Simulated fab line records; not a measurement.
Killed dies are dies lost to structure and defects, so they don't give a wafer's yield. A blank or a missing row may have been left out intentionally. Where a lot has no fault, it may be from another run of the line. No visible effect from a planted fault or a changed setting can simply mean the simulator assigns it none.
Split-lot study / flow n5 finfet / 39 wafers read from 7 lots, route of 1938 steps

## ON THE SPLIT
At N5_HKMG_FIN_ETCH_55 (etches SOC in N2/H2, target depth 240 nm, time 300 s), the setting bias w was moved away from the recipe's 150 W on 12 of the 39 wafers read, by -5.1% to +15.1%. For the rest of the wafers, this setting stayed at what the recipe calls for.

The reading is taken at the split's own step.

## THE READING
rf vpp V, in V, at N5_HKMG_FIN_ETCH_55 (etches SOC in N2/H2, target depth 240 nm, time 300 s). Typical for fault-free wafers on this fab line: 524.4 V, with standard deviation 2.8 V.

wafer=L076.1; tool, chamber at the split=rie diel-06, 2; bias w as run, W=165.4; against the recipe=+10.3%; rf vpp V, V=554.1; against lot-mates on the recipe=+28.0
wafer=L076.2; tool, chamber at the split=rie diel-06, 0; bias w as run, W=165.4; against the recipe=+10.3%; rf vpp V, V=557.9; against lot-mates on the recipe=+31.8
wafer=L076.3; tool, chamber at the split=rie diel-06, 1; bias w as run, W=165.4; against the recipe=+10.3%; rf vpp V, V=556.3; against lot-mates on the recipe=+30.2
wafer=L076.4; tool, chamber at the split=rie diel-06, 3; bias w as run, W=150; against the recipe=recipe; rf vpp V, V=528.2; against lot-mates on the recipe=-
wafer=L076.5; tool, chamber at the split=rie diel-06, 2; bias w as run, W=150; against the recipe=recipe; rf vpp V, V=520.4; against lot-mates on the recipe=-
wafer=L076.6; tool, chamber at the split=rie diel-06, 3; bias w as run, W=150; against the recipe=recipe; rf vpp V, V=529.8; against lot-mates on the recipe=-
wafer=L081.1; tool, chamber at the split=rie diel-05, 2; bias w as run, W=150; against the recipe=recipe; rf vpp V, V=520.1; against lot-mates on the recipe=-
wafer=L081.2; tool, chamber at the split=rie diel-05, 3; bias w as run, W=150; against the recipe=recipe; rf vpp V, V=525.2; against lot-mates on the recipe=-
wafer=L081.3; tool, chamber at the split=rie diel-05, 1; bias w as run, W=167.2; against the recipe=+11.5%; rf vpp V, V=562.6; against lot-mates on the recipe=+39.0
wafer=L081.4; tool, chamber at the split=rie diel-05, 1; bias w as run, W=150; against the recipe=recipe; rf vpp V, V=525.6; against lot-mates on the recipe=-
wafer=L081.5; tool, chamber at the split=rie diel-05, 3; bias w as run, W=167.2; against the recipe=+11.5%; rf vpp V, V=561.9; against lot-mates on the recipe=+38.3
wafer=L081.6; tool, chamber at the split=rie diel-05, 2; bias w as run, W=167.2; against the recipe=+11.5%; rf vpp V, V=555.4; against lot-mates on the recipe=+31.8
wafer=L082.1; tool, chamber at the split=rie diel-06, 0; bias w as run, W=150; against the recipe=recipe; rf vpp V, V=523.0; against lot-mates on the recipe=-
wafer=L082.2; tool, chamber at the split=rie diel-06, 2; bias w as run, W=172.7; against the recipe=+15.1%; rf vpp V, V=568.7; against lot-mates on the recipe=+46.8
wafer=L082.3; tool, chamber at the split=rie diel-06, 3; bias w as run, W=172.7; against the recipe=+15.1%; rf vpp V, V=577.5; against lot-mates on the recipe=+55.6
wafer=L082.4; tool, chamber at the split=rie diel-06, 1; bias w as run, W=150; against the recipe=recipe; rf vpp V, V=520.1; against lot-mates on the recipe=-
wafer=L082.5; tool, chamber at the split=rie diel-06, 0; bias w as run, W=150; against the recipe=recipe; rf vpp V, V=522.5; against lot-mates on the recipe=-
wafer=L082.6; tool, chamber at the split=rie diel-06, 1; bias w as run, W=172.7; against the recipe=+15.1%; rf vpp V, V=570.3; against lot-mates on the recipe=+48.4
wafer=L090.3; tool, chamber at the split=rie diel-02, 3; bias w as run, W=150; against the recipe=recipe; rf vpp V, V=523.0; against lot-mates on the recipe=-
wafer=L090.4; tool, chamber at the split=rie diel-02, 1; bias w as run, W=150; against the recipe=recipe; rf vpp V, V=528.1; against lot-mates on the recipe=-
wafer=L090.6; tool, chamber at the split=rie diel-02, 3; bias w as run, W=150; against the recipe=recipe; rf vpp V, V=524.4; against lot-mates on the recipe=-
wafer=L091.1; tool, chamber at the split=rie diel-02, 1; bias w as run, W=142.3; against the recipe=-5.1%; rf vpp V, V=509.8; against lot-mates on the recipe=-14.3
wafer=L091.2; tool, chamber at the split=rie diel-02, 3; bias w as run, W=142.3; against the recipe=-5.1%; rf vpp V, V=506.2; against lot-mates on the recipe=-17.9
wafer=L091.3; tool, chamber at the split=rie diel-02, 2; bias w as run, W=150; against the recipe=recipe; rf vpp V, V=527.0; against lot-mates on the recipe=-
wafer=L091.4; tool, chamber at the split=rie diel-02, 0; bias w as run, W=150; against the recipe=recipe; rf vpp V, V=523.9; against lot-mates on the recipe=-
wafer=L091.5; tool, chamber at the split=rie diel-02, 3; bias w as run, W=150; against the recipe=recipe; rf vpp V, V=521.5; against lot-mates on the recipe=-
wafer=L091.6; tool, chamber at the split=rie diel-02, 2; bias w as run, W=142.3; against the recipe=-5.1%; rf vpp V, V=510.0; against lot-mates on the recipe=-14.1
wafer=L096.1; tool, chamber at the split=rie diel-02, 0; bias w as run, W=150; against the recipe=recipe; rf vpp V, V=524.1; against lot-mates on the recipe=-
wafer=L096.2; tool, chamber at the split=rie diel-02, 2; bias w as run, W=150; against the recipe=recipe; rf vpp V, V=525.2; against lot-mates on the recipe=-
wafer=L096.3; tool, chamber at the split=rie diel-02, 1; bias w as run, W=150; against the recipe=recipe; rf vpp V, V=527.2; against lot-mates on the recipe=-
wafer=L096.4; tool, chamber at the split=rie diel-02, 3; bias w as run, W=150; against the recipe=recipe; rf vpp V, V=523.5; against lot-mates on the recipe=-
wafer=L096.5; tool, chamber at the split=rie diel-02, 3; bias w as run, W=150; against the recipe=recipe; rf vpp V, V=524.3; against lot-mates on the recipe=-
wafer=L096.6; tool, chamber at the split=rie diel-02, 2; bias w as run, W=150; against the recipe=recipe; rf vpp V, V=524.5; against lot-mates on the recipe=-
wafer=L097.1; tool, chamber at the split=rie diel-05, 1; bias w as run, W=150; against the recipe=recipe; rf vpp V, V=525.5; against lot-mates on the recipe=-
wafer=L097.2; tool, chamber at the split=rie diel-05, 0; bias w as run, W=150; against the recipe=recipe; rf vpp V, V=522.3; against lot-mates on the recipe=-
wafer=L097.3; tool, chamber at the split=rie diel-05, 2; bias w as run, W=150; against the recipe=recipe; rf vpp V, V=528.9; against lot-mates on the recipe=-
wafer=L097.4; tool, chamber at the split=rie diel-05, 3; bias w as run, W=150; against the recipe=recipe; rf vpp V, V=525.0; against lot-mates on the recipe=-
wafer=L097.5; tool, chamber at the split=rie diel-05, 0; bias w as run, W=150; against the recipe=recipe; rf vpp V, V=522.5; against lot-mates on the recipe=-
wafer=L097.6; tool, chamber at the split=rie diel-05, 1; bias w as run, W=150; against the recipe=recipe; rf vpp V, V=524.8; against lot-mates on the recipe=-

FIT RESULTS
A straight line over all 39 wafers: rf vpp V changes by +3.12 V for each +1% of bias w; r = +0.99; the points scatter about the line by 2.7 V.
The same after taking each lot's own level away (the mean of its wafers on the recipe; 39 wafers): +3.18 V for each +1%; r = +0.99; scatter 2.7 V.
That fit puts the effect of the largest move of bias w on the reading at 48 V.
From 521.87 to 526.13 V: that is the span of the lots' own levels, equal to 1.5 times the standard deviation above.
Consequently the slope shifts little with the lot-to-lot level, the two slopes agreeing.
Check: with one of the wafers moved furthest among these (+15.1%) left out of the fit, the line predicts +48.3 V for it against its lot-mates. Against them it came out at +46.8 V.
Tool readings at the split's step, against how far the setting was moved: rf vpp V r = +0.99.

## OTHER SPLITS ON THESE WAFERS
Before the reading, these wafers also passed through other splits. Each is held against what the fit with the lots' levels taken away leaves over:
other split on the same wafers=N5_FIN_SAQP_HM_DEP_72 target thk a; wafers away from the commonest value=12; r with rf vpp V (lot level and that fit taken away)=+0.05
other split on the same wafers=N5_FIN_SAQP_MANDREL_ETCH_22 icp w; wafers away from the commonest value=12; r with rf vpp V (lot level and that fit taken away)=+0.17
other split on the same wafers=N5_DUMMY_GATE_HM_DEP_06 time s; wafers away from the commonest value=30; r with rf vpp V (lot level and that fit taken away)=-0.15
other split on the same wafers=N5_HKMG_FIN_ETCH_54 bias w; wafers away from the commonest value=15; r with rf vpp V (lot level and that fit taken away)=+0.05

## THE WHOLE CHAIN: every reading that the file lists as answering this split, in the file's order
step=N5_HKMG_FIN_ETCH_55; what it does=etches SOC in N2/H2, target depth 240 nm, time 300 s; reading=rf vpp V; change (the file's fit)=+3.18 V for each +1% of the setting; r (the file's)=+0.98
step=N5_HKMG_FIN_ETCH_55; what it does=etches SOC in N2/H2, target depth 240 nm, time 300 s; reading=SiARC_of_HKMG_FIN_COAT_42.thk nm (the simulator's own value, which no gauge read); change (the file's fit)=-0.172 nm for each +1% of the setting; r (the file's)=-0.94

## THE FILE'S OWN FIT
rf vpp V changes by +3.18 V for each +1% of bias w, r = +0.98.
